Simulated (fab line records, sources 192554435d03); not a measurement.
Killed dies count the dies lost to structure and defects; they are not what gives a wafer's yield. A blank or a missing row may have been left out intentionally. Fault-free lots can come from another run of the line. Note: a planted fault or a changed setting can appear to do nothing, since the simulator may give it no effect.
Matching of chambers || flow n5 finfet || N5_BEOL_M2_PRE_CLEAN_60 on cvd co-01 has 3 sister chambers
The step time 15 s. 27 wafers are shown with their chamber, then 12 later ones without.

== EACH WAFER AND ITS CHAMBER ==
{"wafer": "L075.1", "chamber": 0, "heater power w (W)": 102}
{"wafer": "L075.2", "chamber": 2, "heater power w (W)": 106}
{"wafer": "L075.4", "chamber": 2, "heater power w (W)": 104}
{"wafer": "L078.1", "chamber": 2, "heater power w (W)": 102}
{"wafer": "L078.4", "chamber": 1, "heater power w (W)": 69}
{"wafer": "L078.5", "chamber": 2, "heater power w (W)": 105}
{"wafer": "L079.3", "chamber": 1, "heater power w (W)": 71}
{"wafer": "L079.4", "chamber": 1, "heater power w (W)": 68}
{"wafer": "L079.6", "chamber": 0, "heater power w (W)": 101}
{"wafer": "L081.2", "chamber": 1, "heater power w (W)": 70}
{"wafer": "L081.3", "chamber": 2, "heater power w (W)": 105}
{"wafer": "L081.5", "chamber": 0, "heater power w (W)": 102}
{"wafer": "L082.3", "chamber": 1, "heater power w (W)": 69}
{"wafer": "L082.4", "chamber": 2, "heater power w (W)": 104}
{"wafer": "L082.6", "chamber": 0, "heater power w (W)": 100}
{"wafer": "L083.4", "chamber": 0, "heater power w (W)": 104}
{"wafer": "L083.5", "chamber": 1, "heater power w (W)": 68}
{"wafer": "L083.6", "chamber": 2, "heater power w (W)": 108}
{"wafer": "L084.2", "chamber": 0, "heater power w (W)": 103}
{"wafer": "L084.4", "chamber": 1, "heater power w (W)": 70}
{"wafer": "L084.6", "chamber": 0, "heater power w (W)": 105}
{"wafer": "L085.1", "chamber": 0, "heater power w (W)": 105}
{"wafer": "L085.2", "chamber": 2, "heater power w (W)": 104}
{"wafer": "L085.6", "chamber": 0, "heater power w (W)": 105}
{"wafer": "L087.2", "chamber": 2, "heater power w (W)": 110}
{"wafer": "L087.3", "chamber": 1, "heater power w (W)": 70}
{"wafer": "L087.6", "chamber": 2, "heater power w (W)": 105}

SIGNATURES (averages over the wafers above)
{"reading": "heater power w", "chamber 0": 103.00, "chamber 1": 69.38, "chamber 2": 105.30, "scatter within a chamber": 1.85}
Rule: distance of a wafer from a chamber = root of the sum over the readings of ((wafer's reading minus chamber's mean) / reading's scatter) squared. The wafer belongs to the nearest chamber; if the next one is less than 2 further off, it can't be placed. How the scatter is found: for the shown wafers, subtract from each reading the mean of its chamber, square and add these, divide the total by (wafers less chambers), then take the root.

== WAFERS WITH NO CHAMBER GIVEN ==
{"wafer": "L089.2", "heater power w (W)": 107}
{"wafer": "L089.4", "heater power w (W)": 106}
{"wafer": "L089.6", "heater power w (W)": 70}
{"wafer": "L091.1", "heater power w (W)": 104}
{"wafer": "L091.2", "heater power w (W)": 68}
{"wafer": "L091.4", "heater power w (W)": 104}
{"wafer": "L094.2", "heater power w (W)": 108}
{"wafer": "L094.3", "heater power w (W)": 69}
{"wafer": "L094.5", "heater power w (W)": 109}
{"wafer": "L096.4", "heater power w (W)": 69}
{"wafer": "L096.5", "heater power w (W)": 107}
{"wafer": "L096.6", "heater power w (W)": 108}

== WHICH CHAMBER EACH ONE RAN IN ==
{"wafer": "L089.2", "from the rows above": "can't be placed: 2 or 0", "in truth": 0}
{"wafer": "L089.4", "from the rows above": "can't be placed: 2 or 0", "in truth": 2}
{"wafer": "L089.6", "from the rows above": 1, "in truth": 1}
{"wafer": "L091.1", "from the rows above": "can't be placed: 0 or 2", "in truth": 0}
{"wafer": "L091.2", "from the rows above": 1, "in truth": 1}
{"wafer": "L091.4", "from the rows above": "can't be placed: 0 or 2", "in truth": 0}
{"wafer": "L094.2", "from the rows above": "can't be placed: 2 or 0", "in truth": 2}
{"wafer": "L094.3", "from the rows above": 1, "in truth": 1}
{"wafer": "L094.5", "from the rows above": "can't be placed: 2 or 0", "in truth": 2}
{"wafer": "L096.4", "from the rows above": 1, "in truth": 1}
{"wafer": "L096.5", "from the rows above": "can't be placed: 2 or 0", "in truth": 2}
{"wafer": "L096.6", "from the rows above": "can't be placed: 2 or 0", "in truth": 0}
4 of 12 placed correctly. From these rows, 8 cannot be placed; in 8 the true chamber is one of the candidates. 0 placed wrongly.
